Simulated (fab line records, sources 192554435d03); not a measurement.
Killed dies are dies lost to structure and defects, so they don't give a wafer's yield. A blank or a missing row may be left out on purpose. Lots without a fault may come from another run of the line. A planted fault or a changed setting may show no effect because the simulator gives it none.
A struck lot beside a sound one | flow n5_finfet | 37 steps out of a route of 1938
Sound: wafers L685.1, L685.2, L685.4. Struck: wafers L694.2, L694.4, L694.5. The cause comes at the end.
At each step with rows: each side's tool, then ch and its chambers, then its first start. Under that, the readings that differ: sound wafers | struck wafers | difference of the means | sigmas: that difference in standard deviations of wafers without a fault.
alike: readings whose means differ by less than 2 such deviations, and words and numbers that are the same on both sides. not compared: withheld readings, readings that some wafer has no value for, bounds like >300 that may hide the same value, and numbers for which the record gives no deviation and whose values overlap.
The two part at a step that has a row with sigmas, a row that says differs or no value, or rows on one side only. Numbers that don't overlap but have no deviation are shown without sigmas and don't part them. A reading that every wafer of one side lacks parts them only if that side has two wafers or more.

first, 9 steps without rows for these wafers: N5_BEOL_M4_ILD_DEP_00 (deposits SiOC from DEMS/O2, target thk 79 nm, time 15.3 s); N5_BEOL_M4_PECVD_72 (deposits SiO2 from TEOS/O2, target thk 16 nm, time 18 s); N5_BEOL_M4_HM_DEP_02 (deposits TiN, target thk 20 nm); N5_BEOL_M4_COAT_61 (time 60 s, resist thk 60 nm); N5_BEOL_M4_COAT_62 (time 60 s, resist thk 12 nm); N5_BEOL_M4_COAT_73 (time 60 s, resist thk 5 nm); N5_BEOL_M4_COAT_05 (resist thk 30 nm); N5_BEOL_M4_EBR_07; N5_BEOL_M4_SOFTBAKE_06 (time 60 s).
N5_BEOL_M4_EXPOSE_08: exposes mask M4.
  sound on euv_scanner-02 ch 0, day 7 10:11; struck on euv_scanner-02 ch 0, day 9 18:59
  reading              | sound             | struck            | difference | sigmas
  exposure_dose_mJ_cm2 | 41.18 41.19 41.23 | 26.19 26.12 26.14 | -15.05     | -99 or more
  alike: mask
then, 2 steps without rows for these wafers: N5_BEOL_M4_PEB_09 (peb time 60 s); N5_BEOL_M4_DEVELOP_10 (develop time 30 s).
N5_BEOL_M4_CD_MEAS_11: target cd 16.79 nm.
  sound on cd_sem-01 ch 0, day 7 10:19; struck on cd_sem-03 ch 0, day 9 19:06
  reading    | sound             | struck         | difference | sigmas
  cd_nm (nm) | 16.95 17.32 17.20 | 4.22 4.61 5.08 | -12.52     | -45
then, 1 step without rows for these wafers: N5_BEOL_M4_DESCUM_16 (chemistry O2, time 7 s).
N5_BEOL_M4_ETCH_74: etches underlayer in N2/H2, target depth 6.5 nm, time 5.2 s.
  sound on rie_diel-02 ch 0,2,3, day 7 10:29; struck on rie_diel-05 ch 0,1, day 9 19:16
  reading                         | sound     | struck        | difference | sigmas
  model.BEOL_M4.cd_offset_nm (nm) | 0.2 0 0.4 | -12 -12 -11.8 | -12        |
  alike: drypump_motor_current_A, etch_rf_on_time_s, oes_product_au, rf_vpp_V, showerhead_plenum_p_Torr, throttle_valve_pct
  not compared: rf_hours_counter_h
then, 5 steps without rows for these wafers: N5_BEOL_M4_ETCH_63 (etches SiARC in CF4, target depth 15.6 nm, time 26 s); N5_BEOL_M4_ETCH_64 (etches SOC in N2/H2, target depth 75 nm, overetch 22.5 nm, time 121.9 s); N5_BEOL_M4_STRIP_65 (strips in N2/H2); N5_BEOL_M4_STRIP_75 (strips in N2/H2); N5_BEOL_M4_STRIP_66 (strips in CF4).
N5_BEOL_M4_HM_OPEN_17: chemistry Cl2/BCl3, target TiN, target depth 20 nm, overetch 6 nm.
  sound on rie_metal-02 ch 0, day 7 10:42; struck on rie_metal-02 ch 0,1, day 9 19:29
  reading                         | sound        | struck            | difference | sigmas
  model.BEOL_M4.cd_offset_nm (nm) | 0.2 -0.2 0.2 | -11.6 -11.6 -12.2 | -11.9      |
  alike: drypump_motor_current_A, mfc_cl2_sccm, oes_ar_750_au, oes_product_au, throttle_valve_pct
  not compared: rf_hours_counter_h
then, 1 step without rows for these wafers: N5_BEOL_M4_STRIP_19 (strips in O2).
N5_BEOL_M4_CD_MEAS_18: pitch 36 nm, target cd 18 nm.
  sound on cd_sem-02, day 7 10:58; struck on cd_sem-03, day 9 19:49
  reading    | sound          | struck      | difference | sigmas
  cd_nm (nm) | 18.1 17.7 18.5 | 6.2 6.4 5.9 | -11.9      | -32
then, 11 steps without rows for these wafers: N5_BEOL_M4_COAT_67 (time 60 s, resist thk 60 nm); N5_BEOL_M4_COAT_68 (time 60 s, resist thk 12 nm); N5_BEOL_M4_COAT_76 (time 60 s, resist thk 5 nm); N5_BEOL_M4_COAT_22 (resist thk 30 nm); N5_BEOL_M4_EBR_24; N5_BEOL_M4_SOFTBAKE_23 (time 60 s); N5_BEOL_M4_EXPOSE_25 (exposes mask V3, defocus 5 nm); N5_BEOL_M4_PEB_26 (peb time 60 s); N5_BEOL_M4_DEVELOP_27 (develop time 30 s); N5_BEOL_M4_DESCUM_33 (chemistry O2, time 7 s); N5_BEOL_M4_ETCH_77 (etches underlayer in N2/H2, target depth 6.5 nm, time 5.2 s).
N5_BEOL_M4_CD_MEAS_35: target cd 18 nm, target cd y 22.4 nm.
  sound on cd_sem-02, day 7 13:19; struck on cd_sem-01, day 9 23:47
  reading    | sound          | struck      | difference | sigmas
  cd_nm (nm) | 17.8 17.2 18.1 | 6.5 6.5 6.1 | -11.3      | -28
N5_BEOL_M4_RC_MEAS_101:
  the record has rows for the sound wafers here (prober-02 ch 0, day 7 17:07) and none for the struck ones
then, 1 step without rows for these wafers: N5_PASSIVATION_PROBE_49.

WHERE THEY PART
First at N5_BEOL_M4_EXPOSE_08; last, within this record, at N5_BEOL_M4_RC_MEAS_101.

WHY: what the simulator had put in
Process parameter drift: euv_scanner-02, from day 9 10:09 on, at N5_BEOL_M4_EXPOSE_08. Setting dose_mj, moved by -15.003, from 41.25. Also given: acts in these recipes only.
